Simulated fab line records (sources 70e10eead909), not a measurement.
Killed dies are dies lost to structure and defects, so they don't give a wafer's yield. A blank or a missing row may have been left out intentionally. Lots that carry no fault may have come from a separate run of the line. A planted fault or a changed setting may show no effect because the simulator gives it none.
The tool behind it: which one? / flow nand harc / 11 lots with 33 wafers sampled at 5 steps, on a route of 1302 steps

== WHAT THE GAUGES READ, wafer by wafer ==
NHARC_A_CHANNEL_HOLE_D2_CD_MEAS_31. Usual: 90.1 nm for cd nm, sd 1.2.
lot=L505; measured=day 14 07:25; on=cd sem-03; cd nm (nm)=90.7 90.1 90.4; flag=
lot=L507; measured=day 15 00:11; on=cd sem-02; cd nm (nm)=88.3 89.7 90.5; flag=
lot=L512; measured=day 17 17:16; on=cd sem-01; cd nm (nm)=88.9 92.2 89.9; flag=
lot=L514; measured=day 17 21:56; on=cd sem-01; cd nm (nm)=90.2 90.9 88.8; flag=
lot=L518; measured=day 19 23:12; on=cd sem-02; cd nm (nm)=88.8 88.7 89.5; flag=
lot=L520; measured=day 20 13:19; on=cd sem-02; cd nm (nm)=90.8 90.0 88.2; flag=
lot=L521; measured=day 20 22:50; on=cd sem-02; cd nm (nm)=89.2 91.6 89.6; flag=
lot=L522; measured=day 20 23:51; on=cd sem-02; cd nm (nm)=89.8 89.8 91.0; flag=
lot=L524; measured=day 21 19:27; on=cd sem-01; cd nm (nm)=90.6 90.6 88.4; flag=
lot=L525; measured=day 22 16:59; on=cd sem-01; cd nm (nm)=89.6 90.0 89.9; flag=
lot=L526; measured=day 22 17:58; on=cd sem-02; cd nm (nm)=91.4 90.3 89.8; flag=

NHARC_END_SORT_01. Usual: killed at array 55, standard deviation 20; killed at other 1.1, standard deviation 1.2; killed at periphery 3.8, standard deviation 2.8; killed dies 60, standard deviation 19; killed open 3.4, standard deviation 1.9; killed short 2.2, standard deviation 1.5.
lot=L512; measured=day 28 15:43; on=prober-01; killed at array=672 674 676; killed at other=1 0 0; killed at periphery=4 3 1; killed dies=677 677 677; killed open=3 3 1; killed short=3 0 2; flag=OFF
lot=L514; measured=day 28 14:54; on=prober-02; killed at array=673 670 665; killed at other=1 1 2; killed at periphery=3 6 10; killed dies=677 677 677; killed open=3 1 6; killed short=4 3 4; flag=OFF

== WHAT TOOL EACH LOT RAN ON (gives the tool, then ch and the chambers of the sampled wafers, and finally the start) ==
lot=L505; NHARC_A_CHANNEL_HOLE_D2_DESCUM_15=rie diel-07 ch 0,3, day 14 00:44; NHARC_A_CHANNEL_HOLE_D2_ETCH_38=rie diel-07 ch 1,3, day 14 00:50; NHARC_A_CHANNEL_HOLE_D2_ETCH_27=har etch-02 ch 0,1, day 14 05:53
lot=L507; NHARC_A_CHANNEL_HOLE_D2_DESCUM_15=rie diel-13 ch 2,3, day 14 17:07; NHARC_A_CHANNEL_HOLE_D2_ETCH_38=rie diel-13 ch 1,2, day 14 17:11; NHARC_A_CHANNEL_HOLE_D2_ETCH_27=har etch-02 ch 0,1, day 14 22:39
lot=L512; NHARC_A_CHANNEL_HOLE_D2_DESCUM_15=rie diel-07 ch 0,3, day 17 06:21; NHARC_A_CHANNEL_HOLE_D2_ETCH_38=rie diel-07 ch 0,2,3, day 17 06:28; NHARC_A_CHANNEL_HOLE_D2_ETCH_27=har etch-02 ch 0, day 17 15:20
lot=L514; NHARC_A_CHANNEL_HOLE_D2_DESCUM_15=rie diel-07 ch 1,2,3, day 17 15:15; NHARC_A_CHANNEL_HOLE_D2_ETCH_38=rie diel-07 ch 0,1,3, day 17 15:20; NHARC_A_CHANNEL_HOLE_D2_ETCH_27=har etch-02 ch 0,1, day 17 20:24
lot=L518; NHARC_A_CHANNEL_HOLE_D2_DESCUM_15=rie diel-13 ch 1,3, day 19 15:29; NHARC_A_CHANNEL_HOLE_D2_ETCH_38=rie diel-13 ch 0,2, day 19 15:34; NHARC_A_CHANNEL_HOLE_D2_ETCH_27=har etch-02 ch 0,1, day 19 21:41
lot=L520; NHARC_A_CHANNEL_HOLE_D2_DESCUM_15=rie diel-13 ch 0,2,3, day 20 06:38; NHARC_A_CHANNEL_HOLE_D2_ETCH_38=rie diel-13 ch 0,1,2, day 20 06:43; NHARC_A_CHANNEL_HOLE_D2_ETCH_27=har etch-02 ch 0,1, day 20 11:50
lot=L521; NHARC_A_CHANNEL_HOLE_D2_DESCUM_15=rie diel-13 ch 0,2,3, day 20 16:08; NHARC_A_CHANNEL_HOLE_D2_ETCH_38=rie diel-13 ch 0,1,3, day 20 16:13; NHARC_A_CHANNEL_HOLE_D2_ETCH_27=har etch-01 ch 0,1, day 20 21:18
lot=L522; NHARC_A_CHANNEL_HOLE_D2_DESCUM_15=rie diel-08 ch 0,1,2, day 20 17:10; NHARC_A_CHANNEL_HOLE_D2_ETCH_38=rie diel-08 ch 0,1,3, day 20 17:14; NHARC_A_CHANNEL_HOLE_D2_ETCH_27=har etch-02 ch 0,1, day 20 22:19
lot=L524; NHARC_A_CHANNEL_HOLE_D2_DESCUM_15=rie diel-13 ch 0,1,2, day 21 12:32; NHARC_A_CHANNEL_HOLE_D2_ETCH_38=rie diel-13 ch 0,1, day 21 12:38; NHARC_A_CHANNEL_HOLE_D2_ETCH_27=har etch-02 ch 0,1, day 21 17:55
lot=L525; NHARC_A_CHANNEL_HOLE_D2_DESCUM_15=rie diel-07 ch 1,3, day 22 10:04; NHARC_A_CHANNEL_HOLE_D2_ETCH_38=rie diel-07 ch 1,3, day 22 10:11; NHARC_A_CHANNEL_HOLE_D2_ETCH_27=har etch-02 ch 0,1, day 22 15:27
lot=L526; NHARC_A_CHANNEL_HOLE_D2_DESCUM_15=rie diel-08 ch 0,2,3, day 22 10:31; NHARC_A_CHANNEL_HOLE_D2_ETCH_38=rie diel-08 ch 1,2,3, day 22 10:35; NHARC_A_CHANNEL_HOLE_D2_ETCH_27=har etch-01 ch 0,1, day 22 15:42
- NHARC_A_CHANNEL_HOLE_D2_DESCUM_15: chemistry O2, time 3 s.
- NHARC_A_CHANNEL_HOLE_D2_ETCH_38: etches the open film in CF4, target depth 39 nm, time 65 s.
- NHARC_A_CHANNEL_HOLE_D2_ETCH_27: etches the open film in C4F8/O2/Ar, time 90 s, target depth 400 nm.

== WHAT THE TOOLS THEMSELVES READ (means of the sampled wafers that have a number; where no wafer has one, the mark that the record gives instead) ==
NHARC_A_CHANNEL_HOLE_D2_DESCUM_15. Usual: drypump motor current A 5.8 A, standard deviation 0.51; oes product au 1.006 a.u., standard deviation 0.011; rf vpp V 58.0 V, standard deviation 0.9; showerhead plenum p Torr 1.93 Torr, standard deviation 0.08; throttle valve pct 11.312 %, standard deviation 0.0096.
lot=L505; tool=rie diel-07; drypump motor current A (A)=5.8; oes product au (a.u.)=0.996; rf vpp V (V)=57.3; showerhead plenum p Torr (Torr)=1.82; throttle valve pct (%)=11.315; flag=
lot=L507; tool=rie diel-13; drypump motor current A (A)=6.5; oes product au (a.u.)=1.019; rf vpp V (V)=58.4; showerhead plenum p Torr (Torr)=1.89; throttle valve pct (%)=11.320; flag=
lot=L512; tool=rie diel-07; drypump motor current A (A)=5.8; oes product au (a.u.)=0.988; rf vpp V (V)=57.6; showerhead plenum p Torr (Torr)=1.82; throttle valve pct (%)=11.316; flag=
lot=L514; tool=rie diel-07; drypump motor current A (A)=5.7; oes product au (a.u.)=1.000; rf vpp V (V)=58.0; showerhead plenum p Torr (Torr)=1.92; throttle valve pct (%)=11.306; flag=
lot=L518; tool=rie diel-13; drypump motor current A (A)=6.1; oes product au (a.u.)=1.014; rf vpp V (V)=57.5; showerhead plenum p Torr (Torr)=1.93; throttle valve pct (%)=11.311; flag=
lot=L520; tool=rie diel-13; drypump motor current A (A)=6.0; oes product au (a.u.)=1.009; rf vpp V (V)=58.0; showerhead plenum p Torr (Torr)=1.89; throttle valve pct (%)=11.308; flag=
lot=L521; tool=rie diel-13; drypump motor current A (A)=6.0; oes product au (a.u.)=1.011; rf vpp V (V)=57.5; showerhead plenum p Torr (Torr)=1.89; throttle valve pct (%)=11.312; flag=
lot=L522; tool=rie diel-08; drypump motor current A (A)=6.1; oes product au (a.u.)=1.006; rf vpp V (V)=58.1; showerhead plenum p Torr (Torr)=2.02; throttle valve pct (%)=11.305; flag=
lot=L524; tool=rie diel-13; drypump motor current A (A)=5.7; oes product au (a.u.)=1.014; rf vpp V (V)=58.4; showerhead plenum p Torr (Torr)=1.89; throttle valve pct (%)=11.298; flag=
lot=L525; tool=rie diel-07; drypump motor current A (A)=5.9; oes product au (a.u.)=1.001; rf vpp V (V)=58.1; showerhead plenum p Torr (Torr)=1.88; throttle valve pct (%)=11.312; flag=
lot=L526; tool=rie diel-08; drypump motor current A (A)=5.9; oes product au (a.u.)=1.015; rf vpp V (V)=58.4; showerhead plenum p Torr (Torr)=1.99; throttle valve pct (%)=11.309; flag=

NHARC_A_CHANNEL_HOLE_D2_ETCH_38. Usual: bias w 100.0 W (standard deviation 0.33); cf4 flow sccm 150.0 sccm (standard deviation 0.5); drypump motor current A 5.9 A (standard deviation 0.5); oes product au 1.004 a.u. (standard deviation 0.012); rf vpp V 151.4 V (standard deviation 1.1); showerhead plenum p Torr 1.78 Torr (standard deviation 0.069); throttle valve pct 13.283 % (standard deviation 0.0086).
lot=L505; tool=rie diel-07; bias w (W)=99.9; cf4 flow sccm (sccm)=150.0; drypump motor current A (A)=6.1; oes product au (a.u.)=0.999; rf vpp V (V)=151.6; showerhead plenum p Torr (Torr)=1.82; throttle valve pct (%)=13.285; flag=
lot=L507; tool=rie diel-13; bias w (W)=99.7; cf4 flow sccm (sccm)=150.5; drypump motor current A (A)=5.8; oes product au (a.u.)=1.014; rf vpp V (V)=150.3; showerhead plenum p Torr (Torr)=1.72; throttle valve pct (%)=13.278; flag=
lot=L512; tool=rie diel-07; bias w (W)=100.0; cf4 flow sccm (sccm)=150.0; drypump motor current A (A)=5.6; oes product au (a.u.)=0.993; rf vpp V (V)=150.3; showerhead plenum p Torr (Torr)=1.72; throttle valve pct (%)=13.280; flag=
lot=L514; tool=rie diel-07; bias w (W)=99.9; cf4 flow sccm (sccm)=150.3; drypump motor current A (A)=6.0; oes product au (a.u.)=0.990; rf vpp V (V)=151.3; showerhead plenum p Torr (Torr)=1.76; throttle valve pct (%)=13.284; flag=
lot=L518; tool=rie diel-13; bias w (W)=99.7; cf4 flow sccm (sccm)=149.6; drypump motor current A (A)=5.6; oes product au (a.u.)=1.015; rf vpp V (V)=151.2; showerhead plenum p Torr (Torr)=1.75; throttle valve pct (%)=13.286; flag=
lot=L520; tool=rie diel-13; bias w (W)=100.0; cf4 flow sccm (sccm)=150.2; drypump motor current A (A)=5.7; oes product au (a.u.)=1.018; rf vpp V (V)=150.4; showerhead plenum p Torr (Torr)=1.75; throttle valve pct (%)=13.286; flag=
lot=L521; tool=rie diel-13; bias w (W)=100.1; cf4 flow sccm (sccm)=149.7; drypump motor current A (A)=6.0; oes product au (a.u.)=1.009; rf vpp V (V)=150.9; showerhead plenum p Torr (Torr)=1.78; throttle valve pct (%)=13.285; flag=
lot=L522; tool=rie diel-08; bias w (W)=99.9; cf4 flow sccm (sccm)=151.0; drypump motor current A (A)=5.5; oes product au (a.u.)=1.008; rf vpp V (V)=151.3; showerhead plenum p Torr (Torr)=1.82; throttle valve pct (%)=13.278; flag=
lot=L524; tool=rie diel-13; bias w (W)=100.2; cf4 flow sccm (sccm)=150.2; drypump motor current A (A)=5.7; oes product au (a.u.)=1.006; rf vpp V (V)=150.4; showerhead plenum p Torr (Torr)=1.78; throttle valve pct (%)=13.280; flag=
lot=L525; tool=rie diel-07; bias w (W)=100.0; cf4 flow sccm (sccm)=149.8; drypump motor current A (A)=6.1; oes product au (a.u.)=0.987; rf vpp V (V)=151.8; showerhead plenum p Torr (Torr)=1.82; throttle valve pct (%)=13.280; flag=
lot=L526; tool=rie diel-08; bias w (W)=99.9; cf4 flow sccm (sccm)=150.1; drypump motor current A (A)=5.8; oes product au (a.u.)=1.004; rf vpp V (V)=152.2; showerhead plenum p Torr (Torr)=1.83; throttle valve pct (%)=13.287; flag=

NHARC_A_CHANNEL_HOLE_D2_ETCH_27. Usual: bias v 401 V, standard deviation 3.8; c4f8 flow sccm 41.71 sccm, standard deviation 0.14; drypump motor current A 5.67 A, standard deviation 0.28; he backside leak sccm 5.9 sccm, standard deviation 0.8; showerhead plenum p Torr 3.68 Torr, standard deviation 0.03; throttle valve pct 27.620 %, standard deviation 0.0088.
lot=L505; tool=har etch-02; bias v (V)=403; c4f8 flow sccm (sccm)=41.84; drypump motor current A (A)=5.81; he backside leak sccm (sccm)=6.4; showerhead plenum p Torr (Torr)=3.71; throttle valve pct (%)=27.620; flag=
lot=L507; tool=har etch-02; bias v (V)=399; c4f8 flow sccm (sccm)=41.67; drypump motor current A (A)=5.83; he backside leak sccm (sccm)=6.4; showerhead plenum p Torr (Torr)=3.71; throttle valve pct (%)=27.611; flag=
lot=L512; tool=har etch-02; bias v (V)=-; c4f8 flow sccm (sccm)=-; drypump motor current A (A)=-; he backside leak sccm (sccm)=-; showerhead plenum p Torr (Torr)=-; throttle valve pct (%)=-; flag=OFF
lot=L514; tool=har etch-02; bias v (V)=-; c4f8 flow sccm (sccm)=-; drypump motor current A (A)=-; he backside leak sccm (sccm)=-; showerhead plenum p Torr (Torr)=-; throttle valve pct (%)=-; flag=OFF
lot=L518; tool=har etch-02; bias v (V)=403; c4f8 flow sccm (sccm)=41.69; drypump motor current A (A)=5.82; he backside leak sccm (sccm)=5.2; showerhead plenum p Torr (Torr)=3.67; throttle valve pct (%)=27.616; flag=
lot=L520; tool=har etch-02; bias v (V)=399; c4f8 flow sccm (sccm)=41.69; drypump motor current A (A)=5.57; he backside leak sccm (sccm)=5.6; showerhead plenum p Torr (Torr)=3.66; throttle valve pct (%)=27.620; flag=
lot=L521; tool=har etch-01; bias v (V)=396; c4f8 flow sccm (sccm)=41.87; drypump motor current A (A)=5.65; he backside leak sccm (sccm)=6.0; showerhead plenum p Torr (Torr)=3.64; throttle valve pct (%)=27.610; flag=
lot=L522; tool=har etch-02; bias v (V)=402; c4f8 flow sccm (sccm)=41.72; drypump motor current A (A)=5.85; he backside leak sccm (sccm)=5.1; showerhead plenum p Torr (Torr)=3.66; throttle valve pct (%)=27.612; flag=
lot=L524; tool=har etch-02; bias v (V)=401; c4f8 flow sccm (sccm)=41.80; drypump motor current A (A)=5.57; he backside leak sccm (sccm)=6.9; showerhead plenum p Torr (Torr)=3.65; throttle valve pct (%)=27.612; flag=
lot=L525; tool=har etch-02; bias v (V)=399; c4f8 flow sccm (sccm)=41.81; drypump motor current A (A)=5.56; he backside leak sccm (sccm)=6.7; showerhead plenum p Torr (Torr)=3.65; throttle valve pct (%)=27.608; flag=
lot=L526; tool=har etch-01; bias v (V)=402; c4f8 flow sccm (sccm)=41.71; drypump motor current A (A)=5.65; he backside leak sccm (sccm)=6.0; showerhead plenum p Torr (Torr)=3.63; throttle valve pct (%)=27.624; flag=

== THE ANSWER, worked out from the rows above alone ==
Rule: a lot is off if the mean of its wafers that have a number lies more than 3 standard deviations from the usual mean. A lot without any number at a reading at which 4 lots or more have one is off too. All remaining lots with rows at the step are treated as sound. Order of review: gauges by route order, followed by the tools' own readings, for which a lot's mean as printed above is used. The first step at which some lot is off is used, and at that step the reading that is off furthest; a lot without a number counts as furthest.
Off: L512, L514, at NHARC_END_SORT_01 (killed dies). Neither off nor sound, because the step has no rows for them: L505, L507, L518, L520, L521, L522, L524, L525, L526.
A tool fits if, at a process step before that reading, it ran every lot that is off, and no sound lot after the first of them. The gauges at NHARC_END_SORT_01 aren't tried: what is off there is off at NHARC_A_CHANNEL_HOLE_D2_ETCH_27 too, on other tools, and a gauge's error can't cause that. Undecided on this evidence; 2 tools fit (rie diel-07 at NHARC_A_CHANNEL_HOLE_D2_DESCUM_15 and NHARC_A_CHANNEL_HOLE_D2_ETCH_38, har etch-02 at NHARC_A_CHANNEL_HOLE_D2_ETCH_27).

== WHAT THE SIMULATOR PUT IN ==
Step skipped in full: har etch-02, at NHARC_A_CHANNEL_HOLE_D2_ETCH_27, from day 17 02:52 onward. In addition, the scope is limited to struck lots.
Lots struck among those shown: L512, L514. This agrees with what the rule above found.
